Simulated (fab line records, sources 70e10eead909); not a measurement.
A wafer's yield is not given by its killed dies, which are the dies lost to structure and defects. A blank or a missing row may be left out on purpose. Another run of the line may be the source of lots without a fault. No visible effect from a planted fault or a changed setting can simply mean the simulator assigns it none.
fab line records :: flow nandHarc
[record]
  lots = 11
  wafers = 33
  lastDay = 24
route steps=1159 shown THIN_TSV@1102 END@1159
lots that met no fault: taken from a fault-free run of the same line
startH: hours from the record's first day to the start of the lot's first wafer shown :: waitH: how many hours have passed since the lot's step before this one :: " unchanged from the row above :: L1.1+2: one row covering several wafers at once :: - no value, or no start was given :: * or withheld: withheld :: < > ~ a bound
route shown NAME@n: NAME is a module with steps in the file, n the number in the route of the first one :: usual: mean and standard deviation over wafers with no fault :: same: alike in all rows :: chamber/n: place in a boat :: sites: readings site by site :: _std_site: standard deviation of those values :: _edge_site: the outer-site mean with the inner-site mean subtracted :: radiusMm: for every site, how far away it sits from the centre of the wafer :: mask NAME#n: copy n :: behind: the tool/chamber that last shaped the wafer :: hold: cause of the lot's hold/its duration in hours/its outcome :: device: the n, p or np transistor that did not switch :: end of line: at the end of the route, the tests of the same wafers :: where a step has no rows: the recipe by itself :: killed: dies that structure and defects cost at the first sort, which is not the same as the wafer's yield :: map: dies across one wafer; x = killed, . = not, _ = none there
set.NAME: the setting as run; set.NAME@STEP: as run at that earlier step :: model.NAME: the simulator's own value behind a step, which no gauge read
a sample of lots followed through the steps of the route, with each step as a table and each wafer as a row
services: a tool's chamber out of use, with start hour (startH, from the record's first day; less than 0 if before it), hours out, and reason
[[steps]]
[step NHARC_THIN_TSV_CMP_01]
[recipe]
  targetThkUm = 3
[usual]
  edgeZonePressureFrac = 1.000/0.0054
  motorCurrentA = 12.2/0.7
  slurryFlowMlMin = 150.0/0.5
lot.wafer: L555.2
tool: cmp-02
chamber: 1
startH: 415.45
waitH: 0.9
edgeZonePressureFrac: 0.999
motorCurrentA: 12.8
slurryFlowMlMin: 149.5

lot.wafer: L555.4
tool: cmp-02
chamber: 2
startH: 415.45
waitH: 0.9
edgeZonePressureFrac: 1.003
motorCurrentA: 13.2
slurryFlowMlMin: 150.1

lot.wafer: L555.6
tool: cmp-02
chamber: 3
startH: 415.45
waitH: 0.9
edgeZonePressureFrac: 1.011
motorCurrentA: 12.2
slurryFlowMlMin: 150.1

lot.wafer: L557.1
tool: cmp-03
chamber: 0
startH: 430.14
waitH: 1.0
edgeZonePressureFrac: 0.997
motorCurrentA: 12.4
slurryFlowMlMin: 149.8

lot.wafer: L557.2
tool: cmp-03
chamber: 1
startH: 430.14
waitH: 1.0
edgeZonePressureFrac: 0.998
motorCurrentA: 11.4
slurryFlowMlMin: 150.2

lot.wafer: L557.6
tool: cmp-03
chamber: 0
startH: 430.14
waitH: 1.0
edgeZonePressureFrac: 0.991
motorCurrentA: 11.9
slurryFlowMlMin: 149.6

lot.wafer: L556.1
tool: cmp-04
chamber: 2
startH: 431.32
waitH: 1.0
edgeZonePressureFrac: 0.999
motorCurrentA: 11.9
slurryFlowMlMin: 150.5

lot.wafer: L556.3
tool: cmp-04
chamber: 3
startH: 431.32
waitH: 1.0
edgeZonePressureFrac: 1.001
motorCurrentA: 11.4
slurryFlowMlMin: 150.0

lot.wafer: L556.6
tool: cmp-04
chamber: 2
startH: 431.32
waitH: 1.0
edgeZonePressureFrac: 0.999
motorCurrentA: 12.0
slurryFlowMlMin: 149.7

lot.wafer: L568.1
tool: cmp-04
chamber: 1
startH: 486.78
waitH: 1.0
edgeZonePressureFrac: 1.000
motorCurrentA: 12.0
slurryFlowMlMin: 149.8

lot.wafer: L568.5
tool: cmp-04
chamber: 1
startH: 486.78
waitH: 1.0
edgeZonePressureFrac: 1.000
motorCurrentA: 11.6
slurryFlowMlMin: 150.6

lot.wafer: L568.6
tool: cmp-04
chamber: 2
startH: 486.78
waitH: 1.0
edgeZonePressureFrac: 1.002
motorCurrentA: 12.1
slurryFlowMlMin: 149.4

lot.wafer: L569.3
tool: cmp-03
chamber: 3
startH: 515.12
waitH: 0.6
edgeZonePressureFrac: 0.997
motorCurrentA: 13.0
slurryFlowMlMin: 150.8

lot.wafer: L569.1
tool: cmp-03
chamber: 2
startH: 515.12
waitH: 0.6
edgeZonePressureFrac: 0.999
motorCurrentA: 13.4
slurryFlowMlMin: 150.3

lot.wafer: L569.6
tool: cmp-03
chamber: 0
startH: 515.12
waitH: 0.6
edgeZonePressureFrac: 0.994
motorCurrentA: 12.3
slurryFlowMlMin: 148.8

lot.wafer: L566.2
tool: cmp-03
chamber: 3
startH: 516.35
waitH: 0.9
edgeZonePressureFrac: 1.004
motorCurrentA: 12.7
slurryFlowMlMin: 149.8

lot.wafer: L566.3
tool: cmp-03
chamber: 1
startH: 516.35
waitH: 0.9
edgeZonePressureFrac: 0.998
motorCurrentA: 11.6
slurryFlowMlMin: 150.5

lot.wafer: L566.5
tool: cmp-03
chamber: 3
startH: 516.35
waitH: 0.9
edgeZonePressureFrac: 0.999
motorCurrentA: 12.4
slurryFlowMlMin: 149.8

lot.wafer: L573.2
tool: cmp-04
chamber: 3
startH: 526.57
waitH: 0.9
edgeZonePressureFrac: 1.003
motorCurrentA: 10.9
slurryFlowMlMin: 149.8

lot.wafer: L573.4
tool: cmp-04
chamber: 0
startH: 526.57
waitH: 0.9
edgeZonePressureFrac: 1.004
motorCurrentA: 12.8
slurryFlowMlMin: 149.7

lot.wafer: L573.6
tool: cmp-04
chamber: 3
startH: 526.57
waitH: 0.9
edgeZonePressureFrac: 1.002
motorCurrentA: 11.7
slurryFlowMlMin: 149.6

lot.wafer: L575.2
tool: cmp-04
chamber: 1
startH: 541.18
waitH: 0.9
edgeZonePressureFrac: 0.998
motorCurrentA: 11.7
slurryFlowMlMin: 150.5

lot.wafer: L575.6
tool: cmp-04
chamber: 3
startH: 541.18
waitH: 0.9
edgeZonePressureFrac: 0.993
motorCurrentA: 11.6
slurryFlowMlMin: 150.2

lot.wafer: L575.5
tool: cmp-04
chamber: 0
startH: 541.18
waitH: 0.9
edgeZonePressureFrac: 0.998
motorCurrentA: 12.9
slurryFlowMlMin: 150.1

lot.wafer: L574.2
tool: cmp-02
chamber: 3
startH: 550.45
waitH: 0.8
edgeZonePressureFrac: 1.006
motorCurrentA: 12.1
slurryFlowMlMin: 149.1

lot.wafer: L574.1
tool: cmp-02
chamber: 0
startH: 550.45
waitH: 0.8
edgeZonePressureFrac: 0.993
motorCurrentA: 12.0
slurryFlowMlMin: 150.3

lot.wafer: L574.6
tool: cmp-02
chamber: 3
startH: 550.45
waitH: 0.8
edgeZonePressureFrac: 0.999
motorCurrentA: 12.2
slurryFlowMlMin: 150.5

lot.wafer: L578.3
tool: cmp-03
chamber: 3
startH: 558.43
waitH: 0.7
edgeZonePressureFrac: 0.996
motorCurrentA: 13.3
slurryFlowMlMin: 149.4

lot.wafer: L578.4
tool: cmp-03
chamber: 0
startH: 558.43
waitH: 0.7
edgeZonePressureFrac: 0.998
motorCurrentA: 12.5
slurryFlowMlMin: 149.8

lot.wafer: L578.6
tool: cmp-03
chamber: 1
startH: 558.43
waitH: 0.7
edgeZonePressureFrac: 0.993
motorCurrentA: 11.2
slurryFlowMlMin: 150.9

lot.wafer: L577.1
tool: cmp-02
chamber: 1
startH: 559.62
waitH: 1.1
edgeZonePressureFrac: 0.996
motorCurrentA: 13.0
slurryFlowMlMin: 149.7

lot.wafer: L577.4
tool: cmp-02
chamber: 3
startH: 559.62
waitH: 1.1
edgeZonePressureFrac: 0.998
motorCurrentA: 12.5
slurryFlowMlMin: 150.9

lot.wafer: L577.5
tool: cmp-02
chamber: 1
startH: 559.62
waitH: 1.1
edgeZonePressureFrac: 0.999
motorCurrentA: 13.2
slurryFlowMlMin: 149.1
[step NHARC_THIN_TSV_ETCHBACK_48]
[recipe]
  targetDepthA = 10285
  overEtchFrac = 0.3
  timeS = 405.17
  ionEnergyEv = 250
  c4f8FlowSccm = withheld
  arFlowSccm = withheld
  rfW = 600
  biasW = 300
  chemistry = C4F8/Ar
[usual]
  oesProductAu = 0.94/0.033
  rfFwdPowerW = 598.8/2
  rfVppV = 548.7/2.3
lot.wafer: L555.4
tool: rieDiel-11
chamber: 2
startH: 418.97
waitH: -
oesProductAu: 1.02
rfFwdPowerW: 594.6
rfHoursCounterH: 3
rfVppV: 547.3

lot.wafer: L555.2
tool: rieDiel-11
chamber: 1
startH: 418.97
waitH: -
oesProductAu: 1.01
rfFwdPowerW: 599.7
rfHoursCounterH: 4
rfVppV: 549.2

lot.wafer: L555.6
tool: rieDiel-11
chamber: 3
startH: 418.97
waitH: -
oesProductAu: 0.98
rfFwdPowerW: 598.3
rfHoursCounterH: -
rfVppV: 550.7

lot.wafer: L557.2
tool: rieDiel-01
chamber: 1
startH: 433.68
waitH: -
oesProductAu: 0.91
rfFwdPowerW: 598.2
rfHoursCounterH: 9
rfVppV: 552.8

lot.wafer: L557.1
tool: rieDiel-01
chamber: 2
startH: 433.68
waitH: -
oesProductAu: 0.92
rfFwdPowerW: 599.8
rfHoursCounterH: 9
rfVppV: 548.9

lot.wafer: L557.6
tool: rieDiel-01
chamber: 1
startH: 433.68
waitH: -
oesProductAu: 0.92
rfFwdPowerW: 597.7
rfHoursCounterH: -
rfVppV: 553.0

lot.wafer: L556.3
tool: rieDiel-01
chamber: 0
startH: 434.99
waitH: -
oesProductAu: 0.89
rfFwdPowerW: 597.6
rfHoursCounterH: 9
rfVppV: 549.0

lot.wafer: L556.1
tool: rieDiel-01
chamber: 1
startH: 434.99
waitH: -
oesProductAu: 0.91
rfFwdPowerW: 602.4
rfHoursCounterH: 9
rfVppV: 551.6

lot.wafer: L556.6
tool: rieDiel-01
chamber: 3
startH: 434.99
waitH: -
oesProductAu: 0.92
rfFwdPowerW: 596.3
rfHoursCounterH: -
rfVppV: 544.9

lot.wafer: L568.1
tool: rieDiel-02
chamber: 3
startH: 490.28
waitH: -
oesProductAu: 0.93
rfFwdPowerW: 603.0
rfHoursCounterH: 17
rfVppV: 553.0

lot.wafer: L568.5
tool: rieDiel-02
chamber: 1
startH: 490.28
waitH: -
oesProductAu: 0.93
rfFwdPowerW: 598.7
rfHoursCounterH: -
rfVppV: 548.0

lot.wafer: L568.6
tool: rieDiel-02
chamber: 2
startH: 490.28
waitH: -
oesProductAu: 0.91
rfFwdPowerW: 597.1
rfHoursCounterH: -
rfVppV: 547.9

lot.wafer: L569.3
tool: rieDiel-02
chamber: 2
startH: 518.75
waitH: -
oesProductAu: 0.98
rfFwdPowerW: 596.6
rfHoursCounterH: 1
rfVppV: 549.0

lot.wafer: L569.1
tool: rieDiel-02
chamber: 0
startH: 518.75
waitH: -
oesProductAu: 0.97
rfFwdPowerW: 600.4
rfHoursCounterH: 1
rfVppV: 544.1

lot.wafer: L569.6
tool: rieDiel-02
chamber: 2
startH: 518.75
waitH: -
oesProductAu: 0.98
rfFwdPowerW: 595.9
rfHoursCounterH: -
rfVppV: 548.7

lot.wafer: L566.2
tool: rieDiel-11
chamber: 2
startH: 519.90
waitH: -
oesProductAu: 0.93
rfFwdPowerW: 597.9
rfHoursCounterH: 8
rfVppV: 548.1

lot.wafer: L566.3
tool: rieDiel-11
chamber: 3
startH: 519.90
waitH: -
oesProductAu: 0.99
rfFwdPowerW: 698.2
rfHoursCounterH: 9
rfVppV: 549.6

lot.wafer: L566.5
tool: rieDiel-11
chamber: 1
startH: 519.90
waitH: -
oesProductAu: 0.94
rfFwdPowerW: 600.8
rfHoursCounterH: -
rfVppV: 549.6

lot.wafer: L573.4
tool: rieDiel-01
chamber: 2
startH: 530.05
waitH: -
oesProductAu: 0.94
rfFwdPowerW: 598.0
rfHoursCounterH: 3
rfVppV: 547.6

lot.wafer: L573.2
tool: rieDiel-01
chamber: 0
startH: 530.05
waitH: -
oesProductAu: 0.93
rfFwdPowerW: 599.7
rfHoursCounterH: 3
rfVppV: 548.3

lot.wafer: L573.6
tool: rieDiel-01
chamber: 1
startH: 530.05
waitH: -
oesProductAu: 0.92
rfFwdPowerW: 597.7
rfHoursCounterH: -
rfVppV: 551.7

lot.wafer: L575.2
tool: rieDiel-02
chamber: 2
startH: 545.79
waitH: -
oesProductAu: 0.93
rfFwdPowerW: 598.4
rfHoursCounterH: 4
rfVppV: 547.9

lot.wafer: L575.5
tool: rieDiel-02
chamber: 2
startH: 545.79
waitH: -
oesProductAu: 0.91
rfFwdPowerW: 597.3
rfHoursCounterH: -
rfVppV: 547.0

lot.wafer: L575.6
tool: rieDiel-02
chamber: 3
startH: 545.79
waitH: -
oesProductAu: 0.91
rfFwdPowerW: 599.5
rfHoursCounterH: -
rfVppV: 551.2

lot.wafer: L574.2
tool: rieDiel-01
chamber: 1
startH: 554.11
waitH: -
oesProductAu: 0.93
rfFwdPowerW: 599.6
rfHoursCounterH: 4
rfVppV: 552.7

lot.wafer: L574.1
tool: rieDiel-01
chamber: 2
startH: 554.11
waitH: -
oesProductAu: 0.94
rfFwdPowerW: 599.7
rfHoursCounterH: 4
rfVppV: 548.1

lot.wafer: L574.6
tool: rieDiel-01
chamber: 1
startH: 554.11
waitH: -
oesProductAu: 0.92
rfFwdPowerW: 600.2
rfHoursCounterH: -
rfVppV: 554.1

lot.wafer: L578.4
tool: rieDiel-02
chamber: 2
startH: 562.10
waitH: -
oesProductAu: 0.95
rfFwdPowerW: 596.8
rfHoursCounterH: 7
rfVppV: 548.5

lot.wafer: L578.3
tool: rieDiel-02
chamber: 0
startH: 562.10
waitH: -
oesProductAu: 1.02
rfFwdPowerW: 600.8
rfHoursCounterH: 4
rfVppV: 542.4

lot.wafer: L578.6
tool: rieDiel-02
chamber: 3
startH: 562.10
waitH: -
oesProductAu: 0.95
rfFwdPowerW: 596.0
rfHoursCounterH: -
rfVppV: 551.4

lot.wafer: L577.1
tool: rieDiel-01
chamber: 3
startH: 563.19
waitH: -
oesProductAu: 0.93
rfFwdPowerW: 600.5
rfHoursCounterH: 5
rfVppV: 544.2

lot.wafer: L577.4
tool: rieDiel-01
chamber: 2
startH: 563.19
waitH: -
oesProductAu: 0.94
rfFwdPowerW: 599.1
rfHoursCounterH: 5
rfVppV: 548.2

lot.wafer: L577.5
tool: rieDiel-01
chamber: 3
startH: 563.19
waitH: -
oesProductAu: 0.93
rfFwdPowerW: 600.1
rfHoursCounterH: -
rfVppV: 544.0
[step NHARC_THIN_TSV_PVD_51]
[recipe]
  targetThkA = 1000
  chamberPressurePa = 5
  material = Cu
[usual]
  throttleValvePct = 29.9/0.87
lot.wafer: L555.4
tool: pvdSputter-03
chamber: -
startH: -
waitH: -
throttleValvePct: 30.0

lot.wafer: L555.2
tool: pvdSputter-03
chamber: -
startH: -
waitH: -
throttleValvePct: 30.8

lot.wafer: L555.6
tool: pvdSputter-03
chamber: -
startH: -
waitH: -
throttleValvePct: 30.0

lot.wafer: L557.1
tool: pvdSputter-03
chamber: -
startH: -
waitH: -
throttleValvePct: 31.7

lot.wafer: L557.2
tool: pvdSputter-03
chamber: -
startH: -
waitH: -
throttleValvePct: 30.8

lot.wafer: L557.6
tool: pvdSputter-03
chamber: -
startH: -
waitH: -
throttleValvePct: 31.7

lot.wafer: L556.3
tool: pvdSputter-03
chamber: -
startH: -
waitH: -
throttleValvePct: 30.1

lot.wafer: L556.1
tool: pvdSputter-03
chamber: -
startH: -
waitH: -
throttleValvePct: 30.9

lot.wafer: L556.6
tool: pvdSputter-03
chamber: -
startH: -
waitH: -
throttleValvePct: 29.8

lot.wafer: L568.1
tool: pvdSputter-03
chamber: -
startH: -
waitH: -
throttleValvePct: 29.8

lot.wafer: L568.5
tool: pvdSputter-03
chamber: -
startH: -
waitH: -
throttleValvePct: 31.7

lot.wafer: L568.6
tool: pvdSputter-03
chamber: -
startH: -
waitH: -
throttleValvePct: 29.5

lot.wafer: L569.3
tool: pvdSputter-03
chamber: -
startH: -
waitH: -
throttleValvePct: 31.1

lot.wafer: L569.1
tool: pvdSputter-03
chamber: -
startH: -
waitH: -
throttleValvePct: 29.8

lot.wafer: L569.6
tool: pvdSputter-03
chamber: -
startH: -
waitH: -
throttleValvePct: 30.9

lot.wafer: L566.2
tool: pvdSputter-02
chamber: -
startH: -
waitH: -
throttleValvePct: 30.6

lot.wafer: L566.3
tool: pvdSputter-02
chamber: -
startH: -
waitH: -
throttleValvePct: 29.6

lot.wafer: L566.5
tool: pvdSputter-02
chamber: -
startH: -
waitH: -
throttleValvePct: 30.8

lot.wafer: L573.2
tool: pvdSputter-01
chamber: -
startH: -
waitH: -
throttleValvePct: 29.4

lot.wafer: L573.4
tool: pvdSputter-01
chamber: -
startH: -
waitH: -
throttleValvePct: 28.9

lot.wafer: L573.6
tool: pvdSputter-01
chamber: -
startH: -
waitH: -
throttleValvePct: 29.4

lot.wafer: L575.2
tool: pvdSputter-01
chamber: -
startH: -
waitH: -
throttleValvePct: 29.6

lot.wafer: L575.5
tool: pvdSputter-01
chamber: -
startH: -
waitH: -
throttleValvePct: 28.8

lot.wafer: L575.6
tool: pvdSputter-01
chamber: -
startH: -
waitH: -
throttleValvePct: 28.7

lot.wafer: L574.1
tool: pvdSputter-02
chamber: -
startH: -
waitH: -
throttleValvePct: 29.6

lot.wafer: L574.2
tool: pvdSputter-02
chamber: -
startH: -
waitH: -
throttleValvePct: 30.8

lot.wafer: L574.6
tool: pvdSputter-02
chamber: -
startH: -
waitH: -
throttleValvePct: 29.7

lot.wafer: L578.4
tool: pvdSputter-03
chamber: -
startH: -
waitH: -
throttleValvePct: 30.9

lot.wafer: L578.3
tool: pvdSputter-03
chamber: -
startH: -
waitH: -
throttleValvePct: 29.8

lot.wafer: L578.6
tool: pvdSputter-03
chamber: -
startH: -
waitH: -
throttleValvePct: 29.8

lot.wafer: L577.4
tool: pvdSputter-01
chamber: -
startH: -
waitH: -
throttleValvePct: 29.2

lot.wafer: L577.1
tool: pvdSputter-01
chamber: -
startH: -
waitH: -
throttleValvePct: 29.6

lot.wafer: L577.5
tool: pvdSputter-01
chamber: -
startH: -
waitH: -
throttleValvePct: 29.2
[step NHARC_THIN_TSV_DEGAS_53]
[recipe]
  tempC = 300
  timeS = 60
[usual]
  heaterPowerW = 468/44
lot.wafer: L555.4
tool: pvdSputter-02
chamber: -
startH: 421.56
waitH: 0.1
heaterPowerW: 536

lot.wafer: L555.2
tool: pvdSputter-02
chamber: -
startH: 421.56
waitH: 0.1
heaterPowerW: 491

lot.wafer: L555.6
tool: pvdSputter-02
chamber: -
startH: 421.56
waitH: 0.1
heaterPowerW: 505

lot.wafer: L557.1
tool: pvdSputter-01
chamber: -
startH: 436.25
waitH: 0.1
heaterPowerW: 408

lot.wafer: L557.2
tool: pvdSputter-01
chamber: -
startH: 436.25
waitH: 0.1
heaterPowerW: 502

lot.wafer: L557.6
tool: pvdSputter-01
chamber: -
startH: 436.25
waitH: 0.1
heaterPowerW: 419

lot.wafer: L556.1
tool: pvdSputter-02
chamber: -
startH: 437.50
waitH: 0.1
heaterPowerW: 517

lot.wafer: L556.3
tool: pvdSputter-02
chamber: -
startH: 437.50
waitH: 0.1
heaterPowerW: 416

lot.wafer: L556.6
tool: pvdSputter-02
chamber: -
startH: 437.50
waitH: 0.1
heaterPowerW: 477

lot.wafer: L568.1
tool: pvdSputter-02
chamber: -
startH: 492.84
waitH: 0.1
heaterPowerW: 412

lot.wafer: L568.6
tool: pvdSputter-02
chamber: -
startH: 492.84
waitH: 0.1
heaterPowerW: 502

lot.wafer: L568.5
tool: pvdSputter-02
chamber: -
startH: 492.84
waitH: 0.1
heaterPowerW: 473

lot.wafer: L569.1
tool: pvdSputter-03
chamber: -
startH: 521.28
waitH: 0.1
heaterPowerW: 507

lot.wafer: L569.3
tool: pvdSputter-03
chamber: -
startH: 521.28
waitH: 0.1
heaterPowerW: 517

lot.wafer: L569.6
tool: pvdSputter-03
chamber: -
startH: 521.28
waitH: 0.1
heaterPowerW: 473

lot.wafer: L566.3
tool: pvdSputter-02
chamber: -
startH: 522.58
waitH: 0.1
heaterPowerW: 404

lot.wafer: L566.2
tool: pvdSputter-02
chamber: -
startH: 522.58
waitH: 0.1
heaterPowerW: 488

lot.wafer: L566.5
tool: pvdSputter-02
chamber: -
startH: 522.58
waitH: 0.1
heaterPowerW: 407

lot.wafer: L573.4
tool: pvdSputter-01
chamber: -
startH: 532.52
waitH: 0.1
heaterPowerW: 414

lot.wafer: L573.2
tool: pvdSputter-01
chamber: -
startH: 532.52
waitH: 0.1
heaterPowerW: 408

lot.wafer: L573.6
tool: pvdSputter-01
chamber: -
startH: 532.52
waitH: 0.1
heaterPowerW: 406

lot.wafer: L575.2
tool: pvdSputter-02
chamber: -
startH: 548.48
waitH: 0.1
heaterPowerW: 481

lot.wafer: L575.6
tool: pvdSputter-02
chamber: -
startH: 548.48
waitH: 0.1
heaterPowerW: 525

lot.wafer: L575.5
tool: pvdSputter-02
chamber: -
startH: 548.48
waitH: 0.1
heaterPowerW: 408

lot.wafer: L574.1
tool: pvdSputter-01
chamber: -
startH: 556.62
waitH: 0.1
heaterPowerW: 413

lot.wafer: L574.2
tool: pvdSputter-01
chamber: -
startH: 556.62
waitH: 0.1
heaterPowerW: 477

lot.wafer: L574.6
tool: pvdSputter-01
chamber: -
startH: 556.62
waitH: 0.1
heaterPowerW: 465

lot.wafer: L578.3
tool: pvdSputter-03
chamber: -
startH: 564.66
waitH: 0.1
heaterPowerW: 470

lot.wafer: L578.4
tool: pvdSputter-03
chamber: -
startH: 564.66
waitH: 0.1
heaterPowerW: 515

lot.wafer: L578.6
tool: pvdSputter-03
chamber: -
startH: 564.66
waitH: 0.1
heaterPowerW: 515

lot.wafer: L577.1
tool: pvdSputter-03
chamber: -
startH: 565.72
waitH: 0.1
heaterPowerW: 527

lot.wafer: L577.4
tool: pvdSputter-03
chamber: -
startH: 565.72
waitH: 0.1
heaterPowerW: 480

lot.wafer: L577.5
tool: pvdSputter-03
chamber: -
startH: 565.72
waitH: 0.1
heaterPowerW: 480
[step NHARC_END_SORT_01]
[recipe]
  tempC = 25
[usual]
  defectLimitedYield = 95.7/1.2
  killedAtArray = 25/7.8
  killedAtOther = 0.6/0.81
  killedAtPeriphery = 3.3/2.2
  killedDies = 29/8.2
  killedOpen = 3.5/1.9
  killedShort = 1.8/1.3
  sort_bin_2_pct = 1.3/0.5
  sort_bin_3_pct = 0.23/0.21
  sort_bin_4_pct = 2.8/0.9
  sortNPass = 648/8.2
  sortRimYieldPct = 94.3/2.8
  sortYieldPct = 95.7/1.2
[same]
  grossDies = 677
  sort_bin_5_pct[%] = 0
  sort_bin_6_pct[%] = 0
  sort_bin_7_pct[%] = 0
  sort_bin_8_pct[%] = 0
  sortRimNGross = 106.00
lot.wafer: L569.1
tool: prober-01
chamber: 0
startH: 531.28
waitH: 2.5
defectLimitedYield[%]: 97.3
killedAtArray: 14
killedAtOther: 3
killedAtPeriphery: 1
killedDies: 18
killedOpen: 4
killedShort: 0
sort_bin_2_pct[%]: 0.9
sort_bin_3_pct[%]: 0.30
sort_bin_4_pct[%]: 1.5
sortNPass: 659
sortRimYieldPct[%]: 96.2
sortYieldPct[%]: 97.3

lot.wafer: L569.3
tool: prober-01
chamber: 0
startH: 532.86
waitH: 3.1
defectLimitedYield[%]: 97.0
killedAtArray: 18
killedAtOther: 0
killedAtPeriphery: 2
killedDies: 20
killedOpen: 1
killedShort: 2
sort_bin_2_pct[%]: 1.2
sort_bin_3_pct[%]: 0
sort_bin_4_pct[%]: 1.8
sortNPass: 657
sortRimYieldPct[%]: 98.1
sortYieldPct[%]: 97.0

lot.wafer: L569.6
tool: prober-01
chamber: 0
startH: 535.23
waitH: 4.0
defectLimitedYield[%]: 97.2
killedAtArray: 14
killedAtOther: 2
killedAtPeriphery: 3
killedDies: 19
killedOpen: 3
killedShort: 2
sort_bin_2_pct[%]: 1.2
sort_bin_3_pct[%]: 0.15
sort_bin_4_pct[%]: 1.5
sortNPass: 658
sortRimYieldPct[%]: 100.0
sortYieldPct[%]: 97.2

lot.wafer: L566.2
tool: prober-02
chamber: 0
startH: 532.05
waitH: 2.8
defectLimitedYield[%]: 93.5
killedAtArray: 38
killedAtOther: 3
killedAtPeriphery: 3
killedDies: 44
killedOpen: 3
killedShort: 1
sort_bin_2_pct[%]: 1.3
sort_bin_3_pct[%]: 0.59
sort_bin_4_pct[%]: 4.6
sortNPass: 633
sortRimYieldPct[%]: 89.6
sortYieldPct[%]: 93.5

lot.wafer: L566.3
tool: prober-02
chamber: 0
startH: 532.84
waitH: 3.1
defectLimitedYield[%]: 93.2
killedAtArray: 45
killedAtOther: 0
killedAtPeriphery: 1
killedDies: 46
killedOpen: 4
killedShort: 5
sort_bin_2_pct[%]: 1.6
sort_bin_3_pct[%]: 0.59
sort_bin_4_pct[%]: 4.6
sortNPass: 631
sortRimYieldPct[%]: 92.5
sortYieldPct[%]: 93.2

lot.wafer: L566.5
tool: prober-02
chamber: 0
startH: 534.44
waitH: 3.7
defectLimitedYield[%]: 93.9
killedAtArray: 36
killedAtOther: 3
killedAtPeriphery: 2
killedDies: 41
killedOpen: 2
killedShort: 1
sort_bin_2_pct[%]: 1.8
sort_bin_3_pct[%]: 1.18
sort_bin_4_pct[%]: 3.1
sortNPass: 636
sortRimYieldPct[%]: 89.6
sortYieldPct[%]: 93.9
// killed by level:class
L569.1 A_CONTACT:chamberFilmFlake=5 A_CHANNEL_HOLE_D1:chamberFilmFlake=4 THIN_TSV:chamberFilmFlake=3 A_BLC:geometricParticle:open=2 A_WL_FILL:geometricParticle:open=1 A_CONTACT:geometricParticle:open=1 P_GATE:chamberFilmFlake=1 A_STAIRCASE:chamberFilmFlake=1
L566.2 A_CHANNEL_HOLE_D1:chamberFilmFlake=14 A_SLIT:chamberFilmFlake=10 A_CONTACT:chamberFilmFlake=9 A_CHANNEL_FILL_D1:chamberFilmFlake=3 THIN_TSV:chamberFilmFlake=3 P_GATE:geometricParticle:open=1 P_CONTACT:geometricParticle:open=1 A_WL_FILL:geometricParticle:short=1
L566.3 A_SLIT:chamberFilmFlake=14 A_CHANNEL_HOLE_D1:chamberFilmFlake=14 A_CONTACT:chamberFilmFlake=6 A_CHANNEL_FILL_D1:chamberFilmFlake=3 A_CHANNEL_FILL_D1:geometricParticle:short=2 A_WL_FILL:geometricParticle:short=2 P_M0:geometricParticle:open=1 A_SOURCE_PLATE:geometricParticle:short=1
L569.3 A_CHANNEL_HOLE_D1:chamberFilmFlake=8 A_CONTACT:chamberFilmFlake=7 P_GATE:geometricParticle:short=1 P_M1:geometricParticle:open=1 A_M1:geometricParticle:short=1 A_ZERO_WELL:chamberFilmFlake=1 A_SLIT:chamberFilmFlake=1
L566.5 A_CHANNEL_HOLE_D1:chamberFilmFlake=19 A_SLIT:chamberFilmFlake=10 A_CONTACT:chamberFilmFlake=4 THIN_TSV:chamberFilmFlake=2 P_M1:geometricParticle:open=1 A_CONTACT:geometricParticle:open=1 STARTING-WAFER:geometricParticle:short=1 P_M1:chamberFilmFlake=1
L569.6 A_CHANNEL_HOLE_D1:chamberFilmFlake=6 A_CONTACT:chamberFilmFlake=4 THIN_TSV:chamberFilmFlake=2 P_M0:geometricParticle:open=1 P_M0:geometricParticle:short=1 A_SGD_CUT:geometricParticle:open=1 A_WL_FILL:geometricParticle:short=1 A_CONTACT:geometricParticle:open=1
[[services]]
tool: pvdSputter-02
chamber: -
startH: 393.79
hours: 10.0
kind: pm

tool: cmp-03
chamber: -
startH: 398.35
hours: 0.2
kind: repair

tool: cmp-04
chamber: -
startH: 399.20
hours: 4.0
kind: pm

tool: rieDiel-11
chamber: 2
startH: 407.00
hours: 4.8
kind: repair

tool: cmp-04
chamber: -
startH: 415.56
hours: 2.7
kind: repair

tool: cmp-02
chamber: -
startH: 422.50
hours: 4.0
kind: pm

tool: cmp-03
chamber: -
startH: 433.47
hours: 3.3
kind: repair

tool: cmp-04
chamber: -
startH: 435.05
hours: 0.7
kind: repair

tool: rieDiel-01
chamber: 3
startH: 439.60
hours: 5.3
kind: repair

tool: cmp-03
chamber: -
startH: 450.00
hours: 4.0
kind: pm

tool: pvdSputter-03
chamber: -
startH: 458.00
hours: 10.0
kind: pm

tool: pvdSputter-01
chamber: -
startH: 474.85
hours: 2.0
kind: repair

tool: rieDiel-01
chamber: -
startH: 491.80
hours: 9.0
kind: pm

tool: cmp-02
chamber: -
startH: 497.18
hours: 25.7
kind: repair

tool: cmp-04
chamber: -
startH: 497.20
hours: 4.0
kind: pm

tool: rieDiel-02
chamber: -
startH: 504.88
hours: 9.0
kind: pm

tool: pvdSputter-03
chamber: -
startH: 510.81
hours: 0.7
kind: repair

tool: pvdSputter-01
chamber: -
startH: 515.14
hours: 10.0
kind: pm

tool: cmp-04
chamber: -
startH: 519.64
hours: 0.4
kind: repair

tool: rieDiel-01
chamber: 0
startH: 535.26
hours: 5.5
kind: repair

tool: pvdSputter-03
chamber: -
startH: 548.03
hours: 0.8
kind: repair

tool: cmp-03
chamber: -
startH: 548.16
hours: 4.0
kind: pm

tool: rieDiel-02
chamber: 3
startH: 552.42
hours: 4.7
kind: repair

tool: rieDiel-02
chamber: 0
startH: 552.71
hours: 7.3
kind: repair
[[key]]
[firstSign]
  step = NHARC_THIN_TSV_ETCHBACK_48
  reading = rfFwdPowerW
  direction = up
  sigmas = 50
  usual = *
  struck = *
effect none on later readings
metAt NHARC_THIN_TSV_ETCHBACK_48
struckLots L566
struckWafers L566.3
notActingAt NHARC_THIN_TSV_CMP_01,NHARC_THIN_TSV_PVD_51,NHARC_THIN_TSV_DEGAS_53
onsetBetween 418.97 519.90
[fault]
  kind = processParameterDrift
  tool = rieDiel-11
  chamber = 3
  onsetH = 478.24
  steps = NHARC_THIN_TSV_ETCHBACK_48
  channel = rfW
  offset = *
  shape = step
  endH = 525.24
  actsIn = *
  stated = *
